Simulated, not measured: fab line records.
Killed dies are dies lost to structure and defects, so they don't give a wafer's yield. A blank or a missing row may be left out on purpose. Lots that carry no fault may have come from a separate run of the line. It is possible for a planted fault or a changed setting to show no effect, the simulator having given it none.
Matching of chambers ; flow nand harc ; 4 sister chambers for NHARC_A_CHANNEL_HOLE_D2_ETCH_38 on rie diel-06
The step etches the open film in CF4, target depth 39 nm, time 65 s. 8 wafers are shown with their chamber, then 8 later ones without.

== EACH WAFER AND ITS CHAMBER ==
wafer;chamber;showerhead plenum p Torr (Torr);drypump motor current A (A)
L623.3;1;1.65;5.6
L628.1;3;1.66;6.6
L628.2;2;1.69;5.2
L628.5;0;1.81;5.6
L631.1;1;1.65;5.5
L631.2;0;1.80;5.6
L631.3;3;1.66;6.6
L632.1;2;1.69;5.3

== WAFERS WITHOUT THEIR CHAMBER ==
wafer;showerhead plenum p Torr (Torr);drypump motor current A (A)
L632.4;1.69;5.3
L632.5;1.80;5.6
L636.1;1.66;6.6
L636.2;1.69;5.2
L636.5;1.66;6.5
L638.3;1.66;6.6
L638.5;1.66;6.6
L638.6;1.69;5.2

== THE CHAMBER EACH PASSED THROUGH ==
wafer;from the rows above;in truth
L632.4;2;2
L632.5;0;0
L636.1;3;3
L636.2;2;2
L636.5;3;3
L638.3;3;3
L638.5;3;3
L638.6;2;2
Placed correctly: 8 of 8. Number that these rows cannot place: 0. Number placed wrongly: 0.
How it was worked out, from the rows above alone: a wafer's distance from a chamber is the root of the sum, over the readings, of the square of ((its reading less the chamber's mean) divided by the reading's scatter). If the next closest chamber is less than 2 further off than the closest, the wafer can't be placed; otherwise it belongs to the closest. A chamber's mean is the mean of its shown wafers. The scatter: the root of (the sum of the squares of (reading less its chamber's mean) over the shown wafers, divided by (wafers less chambers)).
